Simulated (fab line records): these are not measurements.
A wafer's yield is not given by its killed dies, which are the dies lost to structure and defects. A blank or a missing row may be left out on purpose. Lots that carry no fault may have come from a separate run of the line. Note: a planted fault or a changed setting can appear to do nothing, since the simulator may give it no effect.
Chamber matching || flow nand-harc || NHARC_A_CONTACT_ETCH_102 on rie-diel-12 has 4 sister chambers
The step etches the open film in CF4/O2, target depth 70 nm, overetch 7 nm, time 38.5 s. 4 wafers are shown with their chamber, then 8 later ones without.

WAFERS, EACH WITH ITS CHAMBER
{"wafer": "L090.1", "chamber": 1, "drypump-motor-current-A (A)": 6.6}
{"wafer": "L090.3", "chamber": 3, "drypump-motor-current-A (A)": 5.3}
{"wafer": "L090.6", "chamber": 0, "drypump-motor-current-A (A)": 5.5}
{"wafer": "L092.1", "chamber": 2, "drypump-motor-current-A (A)": 6.3}

WAFERS MISSING THEIR CHAMBER
{"wafer": "L092.2", "drypump-motor-current-A (A)": 6.6}
{"wafer": "L092.4", "drypump-motor-current-A (A)": 5.3}
{"wafer": "L093.1", "drypump-motor-current-A (A)": 5.5}
{"wafer": "L093.3", "drypump-motor-current-A (A)": 6.3}
{"wafer": "L093.4", "drypump-motor-current-A (A)": 6.6}
{"wafer": "L091.1", "drypump-motor-current-A (A)": 6.6}
{"wafer": "L091.5", "drypump-motor-current-A (A)": 5.3}
{"wafer": "L091.6", "drypump-motor-current-A (A)": 5.4}

THE CHAMBER EACH PASSED THROUGH
{"wafer": "L092.2", "from the rows above": 1, "in truth": 1}
{"wafer": "L092.4", "from the rows above": 3, "in truth": 3}
{"wafer": "L093.1", "from the rows above": 0, "in truth": 0}
{"wafer": "L093.3", "from the rows above": 2, "in truth": 2}
{"wafer": "L093.4", "from the rows above": 1, "in truth": 1}
{"wafer": "L091.1", "from the rows above": 1, "in truth": 1}
{"wafer": "L091.5", "from the rows above": 3, "in truth": 3}
{"wafer": "L091.6", "from the rows above": "can't be placed: 0 or 3", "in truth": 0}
Correctly placed: 7 of 8. Cannot be placed on the basis of these rows: 1; the candidates contain the true chamber in 1. Number placed wrongly: 0.
How it was worked out, from the rows above alone: a wafer's distance from a chamber is the root of the sum, over the readings, of the square of ((its reading less the chamber's mean) divided by the reading's scatter). If the next closest chamber is less than 2 further off than the closest, the wafer can't be placed; otherwise it belongs to the closest. Each chamber's mean is taken over the wafers shown for it. The scatter: with one shown wafer a chamber, the root of the mean of the squares of how far each hidden wafer lies from its nearest shown one.
